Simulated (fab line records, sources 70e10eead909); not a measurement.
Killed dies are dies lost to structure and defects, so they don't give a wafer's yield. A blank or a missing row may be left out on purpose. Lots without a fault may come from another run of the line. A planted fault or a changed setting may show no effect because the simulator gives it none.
Chamber matching | flow nand_harc | NHARC_P_CONTACT_STRIP_28 on rie_diel-01: 4 sister chambers
The step strips in O2. 8 wafers are shown with their chamber, then 7 later ones without.

WAFERS WITH THEIR CHAMBER
wafer  | chamber | showerhead_plenum_p_Torr (Torr) | drypump_motor_current_A (A)
L085.1 | 2       | 3.30                            | 6.2
L085.2 | 3       | 3.53                            | 5.9
L089.4 | 1       | 3.55                            | 5.2
L092.1 | 0       | 3.58                            | 6.1
L092.4 | 3       | 3.52                            | 6.0
L092.5 | 1       | 3.55                            | 5.3
L093.2 | 2       | 3.30                            | 6.2
L093.3 | 0       | 3.58                            | 6.1

WAFERS WITHOUT THEIR CHAMBER
wafer  | showerhead_plenum_p_Torr (Torr) | drypump_motor_current_A (A)
L093.4 | 3.55                            | 5.3
L095.1 | 3.55                            | 5.2
L095.3 | 3.52                            | 5.9
L095.6 | 3.55                            | 5.2
L096.2 | 3.58                            | 6.1
L096.4 | 3.30                            | 6.2
L096.5 | 3.55                            | 5.3

WHICH CHAMBER EACH WENT THROUGH
wafer  | from the rows above | in truth
L093.4 | 1                   | 1
L095.1 | 1                   | 1
L095.3 | 3                   | 3
L095.6 | 1                   | 1
L096.2 | 0                   | 0
L096.4 | 2                   | 2
L096.5 | 1                   | 1
Placed correctly: 7 of 7. Can't be placed from these rows: 0. Placed wrongly: 0.
How it was worked out, from the rows above alone: a wafer's distance from a chamber is the root of the sum, over the readings, of the square of ((its reading less the chamber's mean) divided by the reading's scatter). The wafer belongs to the nearest chamber; if the next one is less than 2 further off, it can't be placed. A chamber's mean is the mean of its shown wafers. The scatter: the root of (the sum of the squares of (reading less its chamber's mean) over the shown wafers, divided by (wafers less chambers)).
